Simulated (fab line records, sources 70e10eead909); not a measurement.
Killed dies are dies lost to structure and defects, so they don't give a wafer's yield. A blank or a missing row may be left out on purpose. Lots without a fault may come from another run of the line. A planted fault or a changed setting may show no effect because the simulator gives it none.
fab line records | flow nand_harc
record lots=5 wafers=15 last_day=22
route steps=1159 shown A_CONTACT@962 A_BLC@964 A_M0@994
lots that met no fault: from a run of the same line without faults
start_h: hours from the record's first day to the start of the lot's first wafer shown | wait_h: hours since the lot's step before | " the same as in the row above | L1.1+2: a row that stands for several wafers | - no value, or no start given | * or withheld: withheld | < > ~ a bound
route shown NAME@n: a module of which the file shows steps, and the number in the route of the first | usual: mean/standard deviation of fault-free wafers | same: alike in all rows | chamber/n: place in a boat | sites: the reading at each site | _std_site: their standard deviation | _edge_site: outer sites' mean less inner sites' | radius_mm: how far each site lies from the wafer's centre | mask NAME#n: copy n | behind: the tool/chamber that last shaped the wafer | hold: why the lot was held/for how many hours/how that ended | device: the transistor (n, p or np) that didn't switch | end of line: the same wafers' tests at the end of the route | a step without rows: its recipe alone | killed: dies lost to structure and defects at the first sort, not the wafer's yield | map: a wafer's dies, x killed, . not, _ none there
set.NAME: the setting as run; set.NAME@STEP: as run at that earlier step | model.NAME: the simulator's own value behind a step, which no gauge read
lots at some steps of the route; a table a step, a row a wafer
services: from which hour (start_h, from the record's first day; less than 0 if before it) a tool's chamber was out of use, for how many hours, and why
## steps
# step NHARC_A_CONTACT_SRD_22
# columns lot.wafer tool chamber start_h wait_h
L075.6+2+3 wet_bench-03 0,2,4 393.53 0.0
L079.4+1+3 wet_bench-02 5,0,2 407.74 0.0
L080.2+1+6 wet_bench-01 4,5,6 412.79 0.0
L082.4+2+3 wet_bench-01 1,4,5 441.72 0.0
L087.3+5+2 wet_bench-02 4,5,6 483.03 0.0
# step NHARC_A_CONTACT_INSPECT_23
# usual raw_defect_count=411/110
# columns lot.wafer tool chamber start_h wait_h raw_defect_count
L075.2 defect_inspect-02 - 393.61 0.1 308
L075.3 " - " " 399
L075.6 " - " " 372
L079.1 defect_inspect-02 - 407.82 0.1 265
L079.3 " - " " 372
L079.4 " - " " 399
L080.1 defect_inspect-01 - 412.87 0.1 364
L080.2 " - " " 328
L080.6 " - " " 380
L082.2 defect_inspect-02 - 441.80 0.1 525
L082.3 " - " " 500
L082.4 " - " " 281
L087.2 defect_inspect-01 - 483.12 0.1 285
L087.3 " - " " 334
L087.5 " - " " 266
# step NHARC_A_BLC_DEHYDRATE_00
# recipe temp_c=150 time_s=120
# usual plate_temp_C=150.03/0.14
# columns lot.wafer tool chamber start_h wait_h plate_temp_C
L075.2 litho_track-04 0 393.66 0.1 150.08
L075.3 " 0 " " 150.16
L075.6 " 0 " " 150.24
L079.1 litho_track-06 0 407.88 0.1 150.06
L079.3 " 0 " " 150.05
L079.4 " 0 " " 150.01
L080.1 litho_track-06 0 412.92 0.1 149.98
L080.2 " 0 " " 149.98
L080.6 " 0 " " 150.05
L082.2 litho_track-01 0 441.86 0.1 150.07
L082.3 " 0 " " 150.08
L082.4 " 0 " " 150.06
L087.2 litho_track-04 0 483.18 0.1 149.95
L087.3 " 0 " " 150.08
L087.5 " 0 " " 149.84
# step NHARC_A_BLC_HMDS_01
# recipe time_s=30
# columns lot.wafer tool chamber start_h wait_h
L075.2+3+6 litho_track-04 0 - -
L079.1+3+4 litho_track-06 0 - -
L080.1+2+6 litho_track-06 0 - -
L082.2+3+4 litho_track-01 0 - -
L087.2+3+5 litho_track-04 0 - -
# step NHARC_A_BLC_COAT_02
# recipe temp_c=260 time_s=75
# usual plate_temp_C=259.96/0.2
# columns lot.wafer tool chamber start_h wait_h plate_temp_C
L075.2 litho_track-04 0 - - 260.03
L075.3 " 0 " " 260.02
L075.6 " 0 " " 259.80
L079.1 litho_track-06 0 - - 260.13
L079.3 " 0 " " 260.23
L079.4 " 0 " " 259.99
L080.1 litho_track-06 0 - - 259.94
L080.2 " 0 " " 259.96
L080.6 " 0 " " 260.11
L082.2 litho_track-01 0 - - 260.09
L082.3 " 0 " " 259.77
L082.4 " 0 " " 260.02
L087.2 litho_track-04 0 - - 259.92
L087.3 " 0 " " 259.94
L087.5 " 0 " " 260.05
# step NHARC_A_BLC_COAT_03
# recipe temp_c=225 time_s=65
# usual plate_temp_C=224.99/0.16
# columns lot.wafer tool chamber start_h wait_h plate_temp_C
L075.2 litho_track-04 0 - - 225.00
L075.3 " 0 " " 225.11
L075.6 " 0 " " 224.99
L079.1 litho_track-06 0 - - 225.09
L079.3 " 0 " " 224.91
L079.4 " 0 " " 225.06
L080.1 litho_track-06 0 - - 225.00
L080.2 " 0 " " 224.94
L080.6 " 0 " " 224.81
L082.2 litho_track-01 0 - - 224.80
L082.3 " 0 " " 225.00
L082.4 " 0 " " 225.00
L087.2 litho_track-04 0 - - 225.01
L087.3 " 0 " " 224.72
L087.5 " 0 " " 225.16
# step NHARC_A_BLC_COAT_04
# recipe spin_rpm=1500 resist_thk_nm=90
# columns lot.wafer tool chamber start_h wait_h
L075.2+3+6 litho_track-04 0 - -
L079.1+3+4 litho_track-06 0 - -
L080.1+2+6 litho_track-06 0 - -
L082.2+3+4 litho_track-01 0 - -
L087.2+3+5 litho_track-04 0 - -
# step NHARC_A_BLC_SOFTBAKE_05
# recipe temp_c=105 time_s=55
# usual plate_temp_C=105.00/0.14
# columns lot.wafer tool chamber start_h wait_h plate_temp_C
L075.2 litho_track-04 0 - - 104.94
L075.3 " 0 " " 105.03
L075.6 " 0 " " 105.26
L079.1 litho_track-06 0 - - 105.11
L079.3 " 0 " " 105.14
L079.4 " 0 " " 105.06
L080.1 litho_track-06 0 - - 105.05
L080.2 " 0 " " 105.19
L080.6 " 0 " " 105.05
L082.2 litho_track-01 0 - - 104.93
L082.3 " 0 " " 104.78
L082.4 " 0 " " 104.74
L087.2 litho_track-04 0 - - 105.07
L087.3 " 0 " " 104.88
L087.5 " 0 " " 105.00
# step NHARC_A_BLC_EBR_06
# columns lot.wafer tool chamber start_h wait_h
L075.2+3+6 litho_track-04 0 - -
L079.1+3+4 litho_track-06 0 - -
L080.1+2+6 litho_track-06 0 - -
L082.2+3+4 litho_track-01 0 - -
L087.2+3+5 litho_track-04 0 - -
# step NHARC_A_BLC_EXPOSE_07
# recipe na=1.35 target_cd_nm=100 dose_mj=67.97 mask_id=A_BLC
# usual focus_offset_nm=-0.1/0.58
# columns lot.wafer tool chamber start_h wait_h mask focus_offset_nm
L075.2 arfi_scanner-02 0 393.98 - A_BLC#0 -0.5
L075.3 " 0 " " A_BLC#0 -0.1
L075.6 " 0 " " A_BLC#0 -0.2
L079.1 arfi_scanner-01 0 408.19 - A_BLC#0 -0.4
L079.3 " 0 " " A_BLC#0 -0.1
L079.4 " 0 " " A_BLC#0 0.1
L080.1 arfi_scanner-03 0 413.23 - A_BLC#0 0.5
L080.2 " 0 " " A_BLC#0 0.1
L080.6 " 0 " " A_BLC#0 0.5
L082.2 arfi_scanner-02 0 442.17 - A_BLC#0 0.0
L082.3 " 0 " " A_BLC#0 -0.1
L082.4 " 0 " " A_BLC#0 -0.8
L087.2 arfi_scanner-01 0 483.49 - A_BLC#0 -0.2
L087.3 " 0 " " A_BLC#0 1.2
L087.5 " 0 " " A_BLC#0 -0.1
# step NHARC_A_BLC_PEB_08
# recipe peb_temp_c=100 peb_time_s=65
# usual plate_temp_C=100.03/0.12
# same peb_time_s=65
# columns lot.wafer tool chamber start_h wait_h plate_temp_C
L075.2 litho_track-01 0 394.03 0.1 100.16
L075.3 " 0 " " 100.19
L075.6 " 0 " " 100.22
L079.1 litho_track-04 0 408.25 0.1 99.98
L079.3 " 0 " " 100.04
L079.4 " 0 " " 100.12
L080.1 litho_track-04 0 413.29 0.1 100.01
L080.2 " 0 " " 100.04
L080.6 " 0 " " 99.96
L082.2 litho_track-06 0 442.23 0.1 99.95
L082.3 " 0 " " 99.98
L082.4 " 0 " " 100.17
L087.2 litho_track-01 0 483.55 0.1 99.76
L087.3 " 0 " " 99.82
L087.5 " 0 " " 99.89
# step NHARC_A_BLC_DEVELOP_09
# recipe develop_time_s=35 dev_temp_c=23
# columns lot.wafer tool chamber start_h wait_h
L075.2+3+6 litho_track-01 0 - -
L079.1+3+4 litho_track-04 0 - -
L080.1+2+6 litho_track-04 0 - -
L082.2+3+4 litho_track-06 0 - -
L087.2+3+5 litho_track-01 0 - -
# step NHARC_A_BLC_CD_MEAS_10
# recipe target_cd_nm=100 landing_energy_ev=500
# usual cd_nm=99.9/0.45
# columns lot.wafer tool chamber start_h wait_h cd_nm
L075.2 cd_sem-01 0 394.12 - 100.0
L075.3 " 0 " " 100.9
L075.6 " 0 " " 100.9
L079.1 cd_sem-02 0 408.33 - 99.8
L079.3 " 0 " " 99.7
L079.4 " 0 " " 100.0
L080.1 cd_sem-02 0 413.39 - 99.6
L080.2 " 0 " " 99.8
L080.6 " 0 " " 99.7
L082.2 cd_sem-02 0 442.32 - 100.8
L082.3 " 0 " " 99.4
L082.4 " 0 " " 100.1
L087.2 cd_sem-01 0 483.63 - 99.0
L087.3 " 0 " " 100.3
L087.5 " 0 " " 99.7
# step NHARC_A_BLC_OVL_MEAS_11
# usual overlay_x_nm=0.1/0.99 overlay_y_nm=-0.2/0.72
# columns lot.wafer tool chamber start_h wait_h overlay_x_nm overlay_y_nm
L075.2 overlay-02 - 394.20 - 1.1 0.1
L075.3 " - " " 1.2 -0.4
L075.6 " - " " 1.3 -0.3
L079.1 overlay-01 - 408.42 - 0.6 0.8
L079.3 " - " " 0.6 0.7
L079.4 " - " " -0.1 0.8
L080.1 overlay-01 - 413.48 - -0.2 0.8
L080.2 " - " " 0.5 0.2
L080.6 " - " " 0.3 0.5
L082.2 overlay-01 - 442.40 - 0.8 -0.7
L082.3 " - " " 1.0 -0.4
L082.4 " - " " 1.3 -0.5
L087.2 overlay-01 - 483.72 - 0.2 0.3
L087.3 " - " " 0.2 0.6
L087.5 " - " " 0.1 0.4
# step NHARC_A_BLC_INSPECT_12
# usual raw_defect_count=29/11
# columns lot.wafer tool chamber start_h wait_h raw_defect_count
L075.2 defect_inspect-01 - 394.24 0.0 23
L075.3 " - " " 27
L075.6 " - " " 20
L079.1 defect_inspect-01 - 408.46 0.0 13
L079.3 " - " " 7
L079.4 " - " " 13
L080.1 defect_inspect-02 - 413.52 0.0 30
L080.2 " - " " 35
L080.6 " - " " 32
L082.2 defect_inspect-01 - 442.44 0.0 24
L082.3 " - " " 36
L082.4 " - " " 19
L087.2 defect_inspect-01 - 483.75 0.0 30
L087.3 " - " " 39
L087.5 " - " " 16
# step NHARC_A_BLC_DESCUM_15
# recipe time_s=3 o2_flow_sccm=200 ar_flow_sccm=0 bias_power_w=0 chemistry=O2
# usual drypump_motor_current_A=5.80/0.29 o2_flow_sccm=200.0/0.91 oes_product_au=0.999/0.0067 rf_vpp_V=57.7/0.85 showerhead_plenum_p_Torr=1.91/0.076 throttle_valve_pct=11.311/0.0093
# columns lot.wafer tool chamber start_h wait_h drypump_motor_current_A o2_flow_sccm oes_product_au rf_hours_counter_h rf_vpp_V showerhead_plenum_p_Torr throttle_valve_pct
L075.2 rie_diel-04 1 394.30 0.1 5.67 199.3 0.998 9 58.0 1.88 11.319
L075.3 " 3 " " 6.00 199.6 1.007 9 59.3 2.04 11.313
L075.6 " 2 " " 6.27 200.1 1.008 - 58.4 1.93 11.318
L079.4 rie_diel-04 1 408.52 0.1 5.65 200.0 1.007 10 57.5 1.88 11.308
L079.3 " 3 " " 6.00 201.4 1.003 10 57.1 2.04 11.321
L079.1 " 0 " " 5.59 200.7 0.994 10 57.2 1.79 11.310
L080.1 rie_diel-04 1 413.59 0.1 5.68 200.1 0.997 11 59.7 1.88 11.319
L080.2 " 3 " " 6.02 191.5 0.997 11 58.2 2.04 11.305
L080.6 " 0 " " 5.60 199.7 1.002 - 57.5 1.79 11.327
L082.4 rie_diel-04 1 442.50 0.1 5.67 199.8 1.006 14 57.0 1.88 11.304
L082.3 " 3 " " 6.01 200.4 0.996 13 58.6 2.04 11.306
L082.2 " 0 " " 5.62 200.1 0.996 14 56.2 1.79 11.297
L087.3 rie_diel-04 2 483.83 0.1 6.26 199.9 1.007 2 57.9 1.92 11.314
L087.2 " 3 " " 6.04 200.1 1.001 2 58.6 2.03 11.319
L087.5 " 1 " " 5.67 200.5 0.990 - 56.3 1.87 11.300
# step NHARC_A_BLC_ETCH_16
# recipe target_depth_a=390 over_etch_frac=0.3 time_s=65 ion_energy_ev=80 cf4_flow_sccm=150 ar_flow_sccm=0 rf_w=300 bias_w=100 chemistry=CF4
# usual bias_w=99.99/0.28 cf4_flow_sccm=150.0/0.44 drypump_motor_current_A=5.82/0.29 oes_product_au=1.000/0.0076 rf_vpp_V=151.2/1.1 showerhead_plenum_p_Torr=1.77/0.068 throttle_valve_pct=13.284/0.0092
# same over_etch_frac=0.3
# columns lot.wafer tool chamber start_h wait_h bias_w cf4_flow_sccm drypump_motor_current_A oes_product_au rf_hours_counter_h rf_vpp_V showerhead_plenum_p_Torr throttle_valve_pct
L075.3 rie_diel-04 0 394.38 0.1 99.74 150.0 5.56 1.013 9 150.0 1.67 13.288
L075.2 " 1 " " 99.89 150.2 5.66 1.003 9 150.4 1.74 13.278
L075.6 " 1 " " 100.31 150.0 5.65 1.007 - 150.6 1.74 13.287
L079.4 rie_diel-04 2 408.60 0.1 99.79 150.8 6.28 0.995 10 151.9 1.78 13.287
L079.3 " 0 " " 100.27 150.6 5.56 1.006 10 148.7 1.66 13.276
L079.1 " 1 " " 99.63 149.1 5.67 0.993 11 151.0 1.74 13.282
L080.1 rie_diel-04 1 413.66 0.1 99.87 150.2 5.65 0.994 11 150.2 1.74 13.274
L080.2 " 0 " " 100.00 150.3 5.57 1.005 11 148.6 1.66 13.293
L080.6 " 2 " " 100.10 150.1 6.28 0.989 - 150.6 1.78 13.282
L082.3 rie_diel-04 2 442.59 0.1 99.10 150.7 6.26 0.986 13 151.4 1.78 13.277
L082.2 " 3 " " 100.03 150.8 6.02 1.000 13 152.8 1.87 13.276
L082.4 " 0 " " 99.98 149.9 5.57 1.003 14 149.3 1.66 13.291
L087.2 rie_diel-04 2 483.92 0.1 99.87 149.6 6.28 1.012 2 151.6 1.78 13.282
L087.3 " 1 " " 99.61 150.4 5.68 0.995 2 150.6 1.73 13.298
L087.5 " 2 " " 100.17 150.4 6.27 1.008 - 151.2 1.78 13.284
# step NHARC_A_BLC_ETCH_17
# recipe target_depth_a=3900 over_etch_frac=0.25 time_s=609.38 ion_energy_ev=200 n2_flow_sccm=150 h2_flow_sccm=150 ar_flow_sccm=0 rf_w=400 bias_w=150 chemistry=N2/H2
# usual bias_w=150.0/0.44 drypump_motor_current_A=5.79/0.27 oes_product_au=1.001/0.0082 rf_vpp_V=430.1/2.6 showerhead_plenum_p_Torr=2.03/0.086 throttle_valve_pct=14.170/0.0088
# same over_etch_frac=0.25
# columns lot.wafer tool chamber start_h wait_h bias_w drypump_motor_current_A oes_product_au rf_hours_counter_h rf_vpp_V showerhead_plenum_p_Torr throttle_valve_pct
L075.2 rie_diel-04 0 - - 150.0 5.60 0.998 9 428.4 1.91 14.161
L075.3 " 2 " " 150.0 6.27 0.999 9 431.3 2.05 14.167
L075.6 " 0 " " 150.3 5.55 1.004 - 425.8 1.91 14.158
L079.1 rie_diel-04 3 - - 149.9 6.04 0.997 10 434.0 2.18 14.180
L079.3 " 0 " " 150.2 5.59 0.989 11 427.2 1.91 14.174
L079.4 " 2 " " 151.0 6.24 0.989 10 431.6 2.05 14.181
L080.1 rie_diel-04 0 - - 150.5 5.54 1.013 11 425.6 1.91 14.171
L080.2 " 3 " " 149.6 6.02 1.007 11 434.5 2.17 14.175
L080.6 " 0 " " 150.2 5.61 1.000 - 428.3 1.91 14.184
L082.2 rie_diel-04 1 - - 150.0 5.67 0.995 14 428.7 2.00 14.176
L082.3 " 2 " " 150.1 6.28 1.002 13 430.4 2.05 14.172
L082.4 " 3 " " 150.7 6.01 0.995 13 433.2 2.17 14.185
L087.2 rie_diel-04 0 - - 150.1 5.60 1.000 1 426.3 1.91 14.170
L087.3 " 1 " " 150.0 5.66 1.005 2 430.1 2.00 14.175
L087.5 " 0 " " 149.9 5.64 0.990 - 427.8 1.91 14.181
# step NHARC_A_BLC_ETCH_18
# recipe target_depth_a=9100 c4f8_flow_sccm=20 o2_flow_sccm=10 ar_flow_sccm=withheld rf_w=600 bias_w=1500 chemistry=C4F8/O2/Ar
# usual bias_w=1501/4.4 oes_product_au=0.951/0.023 rf_vpp_V=978/5.8
# columns lot.wafer tool chamber start_h wait_h bias_w oes_product_au rf_hours_counter_h rf_vpp_V
L075.2 rie_diel-04 3 - - 1501 0.924 9 987
L075.3 " 2 " " 1503 0.927 9 978
L075.6 " 0 " " 1497 0.924 - 969
L079.1 rie_diel-04 0 - - 1498 0.928 11 969
L079.3 " 2 " " 1499 0.928 10 981
L079.4 " 3 " " 1501 0.925 11 986
L080.2 rie_diel-04 1 - - 1505 0.950 12 976
L080.1 " 2 " " 1507 0.974 11 979
L080.6 " 0 " " 1499 0.963 - 969
L082.3 rie_diel-04 0 - - 1506 0.918 14 969
L082.2 " 1 " " 1504 0.927 14 977
L082.4 " 3 " " 1500 0.922 13 988
L087.3 rie_diel-04 3 - - 1499 0.959 2 987
L087.2 " 2 " " 1497 0.977 2 981
L087.5 " 3 " " 1495 0.967 - 987
# step NHARC_A_BLC_CD_MEAS_19
# usual cd_nm=100.3/1.6
# columns lot.wafer tool chamber start_h wait_h cd_nm
L075.2 cd_sem-03 - 395.27 - 99.2
L075.3 " - " " 101.8
L075.6 " - " " 101.4
L079.1 cd_sem-02 - 409.63 - 99.6
L079.3 " - " " 99.5
L079.4 " - " " 98.7
L080.1 cd_sem-02 - 414.55 - 101.6
L080.2 " - " " 100.4
L080.6 " - " " 97.9
L082.2 cd_sem-03 - 443.47 - 101.4
L082.3 " - " " 99.7
L082.4 " - " " 99.9
L087.2 cd_sem-01 - 484.81 - 97.9
L087.3 " - " " 100.8
L087.5 " - " " 98.2
# step NHARC_A_BLC_STRIP_29
# recipe cf4_flow_sccm=150 ar_flow_sccm=0 bias_w=0 chemistry=CF4
# usual cf4_flow_sccm=150.0/0.46 drypump_motor_current_A=5.8/0.31 oes_product_au=0.999/0.0081 rf_vpp_V=59.3/0.9 showerhead_plenum_p_Torr=1.76/0.071 throttle_valve_pct=13.284/0.0088
# same bias_w=0
# columns lot.wafer tool chamber start_h wait_h cf4_flow_sccm drypump_motor_current_A oes_product_au rf_hours_counter_h rf_vpp_V showerhead_plenum_p_Torr throttle_valve_pct
L075.3 rie_diel-08 3 395.34 0.1 150.4 5.5 1.006 10 57.6 1.71 13.285
L075.2 " 2 " " 149.9 5.8 1.013 9 60.2 1.80 13.307
L075.6 " 0 " " 150.0 5.8 1.002 - 59.2 1.81 13.283
L079.4 rie_diel-02 1 409.70 0.1 150.6 5.4 0.997 23 60.3 1.65 13.282
L079.1 " 3 " " 150.8 6.3 1.002 25 59.8 1.85 13.292
L079.3 " 0 " " 149.5 5.2 0.975 24 60.8 1.78 13.287
L080.2 rie_diel-02 0 414.67 0.1 149.8 5.2 0.996 25 59.8 1.78 13.285
L080.1 " 2 " " 149.4 5.8 0.999 25 60.0 1.68 13.294
L080.6 " 0 " " 150.5 5.2 0.992 - 58.2 1.79 13.280
L082.4 rie_diel-08 0 443.54 0.1 149.7 5.8 0.990 15 60.4 1.81 13.287
L082.3 " 1 " " 149.4 5.5 0.996 14 58.1 1.77 13.279
L082.2 " 3 " " 150.3 5.5 0.988 14 59.6 1.71 13.277
L087.3 rie_diel-04 1 484.91 0.1 149.7 5.7 1.000 2 60.1 1.73 13.277
L087.2 " 2 " " 150.3 6.3 1.005 2 59.5 1.78 13.283
L087.5 " 0 " " 150.2 5.6 0.998 - 59.1 1.66 13.271
# step NHARC_A_BLC_STRIP_21
# recipe o2_flow_sccm=500 ar_flow_sccm=0 bias_w=0 chemistry=O2
# usual drypump_motor_current_A=5.8/0.31 o2_flow_sccm=500.1/1.4 oes_product_au=0.999/0.0076 rf_vpp_V=57.7/0.95 showerhead_plenum_p_Torr=3.50/0.15 throttle_valve_pct=17.036/0.0088
# same bias_w=0
# columns lot.wafer tool chamber start_h wait_h drypump_motor_current_A o2_flow_sccm oes_product_au rf_hours_counter_h rf_vpp_V showerhead_plenum_p_Torr throttle_valve_pct
L075.2 rie_diel-08 2 395.46 0.1 5.8 501.6 0.999 9 58.2 3.59 17.047
L075.3 " 3 " " 5.5 499.6 1.012 10 58.1 3.40 17.025
L075.6 " 1 " " 5.5 498.1 0.995 - 58.5 3.53 17.040
L079.1 rie_diel-02 2 409.81 0.1 5.8 496.8 1.003 24 57.6 3.34 17.028
L079.4 " 3 " " 6.3 500.2 0.999 25 57.5 3.69 17.052
L079.3 " 0 " " 5.2 500.5 1.001 24 58.8 3.56 17.031
L080.1 rie_diel-02 0 414.78 0.1 5.3 501.5 1.003 25 56.7 3.56 17.039
L080.2 " 1 " " 5.4 502.4 1.011 24 56.9 3.30 17.036
L080.6 " 0 " " 5.2 501.7 1.002 - 58.5 3.56 17.029
L082.3 rie_diel-08 3 443.65 0.1 5.5 499.3 1.004 14 56.3 3.40 17.023
L082.4 " 0 " " 5.8 499.4 0.999 15 56.5 3.61 17.043
L082.2 " 2 " " 5.7 500.8 0.988 13 57.6 3.59 17.034
L087.3 rie_diel-04 3 484.99 0.1 6.0 498.8 0.989 2 57.7 3.74 17.043
L087.2 " 2 " " 6.3 501.7 1.007 2 58.3 3.55 17.034
L087.5 " 0 " " 5.6 500.9 0.999 - 57.0 3.32 17.028
# step NHARC_A_BLC_STRIP_22
# recipe time_s=600 temp_c=30 chemistry=post_etch_residue_remover
# usual temp_c=30.00/0.1
# columns lot.wafer tool chamber start_h wait_h temp_c
L075.6 wet_bench-05 7 395.60 - 30.15
L075.3 " 0 " " 29.92
L075.2 " 2 " " 30.08
L079.1 wet_bench-05 2 409.96 - 29.89
L079.3 " 4 " " 30.02
L079.4 " 7 " " 30.04
L080.2 wet_bench-05 1 414.92 - 30.10
L080.6 " 2 " " 29.96
L080.1 " 4 " " 30.06
L082.4 wet_bench-04 2 443.80 - 30.31
L082.2 " 4 " " 30.02
L082.3 " 7 " " 29.98
L087.2 wet_bench-07 4 485.16 - 29.89
L087.3 " 5 " " 29.88
L087.5 " 6 " " 30.17
# step NHARC_A_BLC_DEGAS_30
# recipe temp_c=300 time_s=60
# usual heater_power_w=499/56
# columns lot.wafer tool chamber start_h wait_h heater_power_w
L075.2 pvd_sputter-03 - 395.88 - 485
L075.3 " - " " 566
L075.6 " - " " 651
L079.1 pvd_sputter-02 - 410.23 - 493
L079.4 " - " " 449
L079.3 " - " " 445
L080.2 pvd_sputter-02 - 415.20 - 473
L080.1 " - " " 479
L080.6 " - " " 445
L082.4 pvd_sputter-01 - 444.07 - 538
L082.3 " - " " 456
L082.2 " - " " 492
L087.3 pvd_sputter-01 - 485.43 - 508
L087.2 " - " " 438
L087.5 " - " " 533
# step NHARC_A_BLC_PRE_CLEAN_31
# recipe time_s=15 bias_v=250 gas=Ar
# usual bias_v=249.9/2.7
# columns lot.wafer tool chamber start_h wait_h bias_v
L075.2 pvd_sputter-03 - - - 250.1
L075.3 " - " " 249.7
L075.6 " - " " 248.9
L079.1 pvd_sputter-02 - - - 246.6
L079.4 " - " " 250.4
L079.3 " - " " 247.0
L080.2 pvd_sputter-02 - - - 248.2
L080.1 " - " " 252.1
L080.6 " - " " 246.4
L082.4 pvd_sputter-01 - - - 249.6
L082.2 " - " " 254.5
L082.3 " - " " 249.4
L087.3 pvd_sputter-01 - - - 248.7
L087.2 " - " " 251.5
L087.5 " - " " 251.5
# step NHARC_A_BLC_PVD_32
# recipe target_thk_a=50 chamber_pressure_pa=5 power_w=5000 substrate_temp_c=200 time_s=17.7 material=Ti
# usual throttle_valve_pct=30.5/0.88
# columns lot.wafer tool chamber start_h wait_h throttle_valve_pct
L075.3 pvd_sputter-03 - - - 29.0
L075.2 " - " " 30.6
L075.6 " - " " 28.8
L079.1 pvd_sputter-02 - - - 31.3
L079.3 " - " " 28.9
L079.4 " - " " 31.0
L080.2 pvd_sputter-02 - - - 30.9
L080.1 " - " " 29.0
L080.6 " - " " 30.8
L082.2 pvd_sputter-01 - - - 31.1
L082.3 " - " " 31.6
L082.4 " - " " 29.9
L087.3 pvd_sputter-01 - - - 29.6
L087.2 " - " " 30.0
L087.5 " - " " 31.2
# step NHARC_A_BLC_ALD_23
# recipe target_thk_a=30 pulse_time_s=1 ald_cycles=150 temp_c=450 material=TiN
# usual heater_power_outer_w=718/59 heater_power_w=1093/75 precursor_pulse_height_rel=0.998/0.018
# columns lot.wafer tool chamber start_h wait_h heater_power_outer_w heater_power_w precursor_pulse_height_rel
L075.2 ald_metal-03 0 396.15 - 809 1162 1.018
L075.3 " 1 " " 596 949 0.993
L075.6 " 3 " " 722 974 1.004
L079.4 ald_metal-03 2 410.56 - 662 1089 1.031
L079.1 " 3 " " 709 985 1.001
L079.3 " 0 " " 826 1185 1.010
L080.2 ald_metal-01 3 415.43 - 720 1077 0.995
L080.1 " 2 " " 711 1068 0.969
L080.6 " 0 " " 672 1103 0.988
L082.2 ald_metal-01 1 444.31 - 654 1169 0.995
L082.4 " 2 " " 737 1065 0.998
L082.3 " 3 " " 716 1038 0.996
L087.3 ald_metal-02 0 485.69 - 817 1111 1.015
L087.2 " 1 " " 735 1159 1.048
L087.5 " 2 " " 748 1114 0.962
# step NHARC_A_BLC_CVD_24
# recipe target_thk_a=1500 temp_c=300 pressure_torr=40 wf6_flow_sccm=40 h2_flow_sccm=1600 ar_flow_sccm=1560 time_s=434 material=W
# usual heater_power_outer_w=299/27 heater_power_w=508/52 mfc_h2_sccm=1600/4.7 throttle_valve_pct=7.94/0.22
# columns lot.wafer tool chamber start_h wait_h heater_power_outer_w heater_power_w mfc_h2_sccm throttle_valve_pct
L075.2 cvd_w-02 1 - - 272 476 1596 7.73
L075.3 " 0 " " 265 451 1607 7.42
L075.6 " 1 " " 270 494 1600 7.79
L079.1 cvd_w-01 0 - - 342 589 1597 8.02
L079.4 " 1 " " 299 471 1599 8.05
L079.3 " 0 " " 329 602 1608 8.13
L080.2 cvd_w-01 0 - - 340 588 1600 8.25
L080.1 " 1 " " 293 474 1604 7.72
L080.6 " 1 " " 299 483 1608 7.54
L082.2 cvd_w-02 0 - - 269 465 1594 7.46
L082.3 " 1 " " 279 493 1600 7.89
L082.4 " 0 " " 265 459 1595 7.69
L087.2 cvd_w-02 0 - - 264 469 1599 7.83
L087.3 " 1 " " 271 491 1609 8.01
L087.5 " 0 " " 266 469 1593 7.85
# step NHARC_A_BLC_CMP_25
# recipe t_overpolish_s=30 target_thk_nm=150
# usual motor_current_A=12.4/1.4 overpolish_run_s=30.000/0.0098 time_to_endpoint_s=30.9/1.8
# same t_overpolish_s=30
# columns lot.wafer tool chamber start_h wait_h motor_current_A overpolish_run_s time_to_endpoint_s
L075.3 cmp-01 2 398.31 0.3 12.3 29.995 31.9
L075.2 " 3 " " 11.4 29.997 29.8
L075.6 " 0 " " 12.9 30.033 36.0
L079.3 cmp-03 3 412.80 0.2 12.5 29.986 29.4
L079.4 " 1 " " 11.5 30.009 30.0
L079.1 " 2 " " 11.0 29.989 32.9
L080.1 cmp-01 2 421.28 0.4 11.9 30.004 30.7
L080.2 " 3 " " 12.1 29.988 33.8
L080.6 " 2 " " 11.4 30.004 33.4
L082.4 cmp-03 3 445.05 0.2 12.0 30.000 29.9
L082.2 " 1 " " 11.0 29.998 29.7
L082.3 " 2 " " 10.8 29.998 30.6
L087.2 cmp-01 1 489.73 0.5 14.2 30.015 31.0
L087.3 " 2 " " 12.9 29.985 29.1
L087.5 " 1 " " 14.9 29.998 30.5
# step NHARC_A_BLC_SRD_27
# columns lot.wafer tool chamber start_h wait_h
L075.3+2+6 wet_bench-05 5,7,1 398.58 0.0
L079.3+4+1 wet_bench-05 7,2,3 413.12 0.0
L080.2+1+6 wet_bench-05 0,4,5 421.60 0.0
L082.3+2+4 wet_bench-04 4,6,7 445.37 0.0
L087.5+3+2 wet_bench-04 1,2,4 490.03 0.0
# step NHARC_A_BLC_INSPECT_28
# usual raw_defect_count=411/98
# columns lot.wafer tool chamber start_h wait_h raw_defect_count
L075.2 defect_inspect-01 - 398.66 0.1 408
L075.3 " - " " 374
L075.6 " - " " 343
L079.1 defect_inspect-01 - 413.20 0.1 405
L079.3 " - " " 319
L079.4 " - " " 435
L080.1 defect_inspect-01 - 421.69 0.1 335
L080.2 " - " " 317
L080.6 " - " " 366
L082.2 defect_inspect-02 - 445.45 0.1 389
L082.3 " - " " 231
L082.4 " - " " 330
L087.2 defect_inspect-01 - 490.10 0.1 619
L087.3 " - " " 326
L087.5 " - " " 486
# step NHARC_A_M0_DEP_00
# recipe target_thk_a=1500 target_thk_nm=150 temp_c=withheld pressure_torr=5 flow_sccm=200 rf_w=600 material=SiOC
# columns lot.wafer tool chamber start_h wait_h
L075.3+2+6 pecvd-02 0,1,2 398.85 0.2
L079.3+1+4 pecvd-03 2,0,1 413.31 0.1
L080.1+2+6 pecvd-04 1,0,1 421.76 0.1
L082.2+3+4 pecvd-02 0,1,0 445.57 0.1
L087.3+2+5 pecvd-02 1,2,0 490.46 0.3
## services
# columns tool chamber start_h hours kind
wet_bench-05 - 372.80 8.0 pm
cmp-01 - 375.51 4.0 pm
cvd_w-02 - 381.28 13.0 pm
cmp-01 - 384.66 6.4 repair
pvd_sputter-02 - 394.17 10.0 pm
cmp-01 - 401.00 1.9 repair
pvd_sputter-03 - 403.52 0.9 repair
pvd_sputter-03 - 406.12 5.2 repair
rie_diel-02 3 432.61 17.1 repair
litho_track-01 - 443.00 7.0 pm
cmp-01 - 448.42 0.7 repair
pvd_sputter-01 - 453.77 5.1 repair
cvd_w-02 0 457.40 10.0 repair
pvd_sputter-03 - 458.02 10.0 pm
wet_bench-05 - 460.57 1.0 repair
wet_bench-04 - 463.05 4.0 repair
rie_diel-04 - 466.13 9.0 pm
litho_track-06 - 467.00 7.0 pm
rie_diel-08 - 478.80 9.0 pm
rie_diel-02 0 479.78 10.0 repair
rie_diel-04 0 480.29 3.7 repair
pvd_sputter-02 - 486.75 1.9 repair
rie_diel-02 3 487.03 13.1 repair
rie_diel-02 2 488.32 6.9 repair
## key
fault none
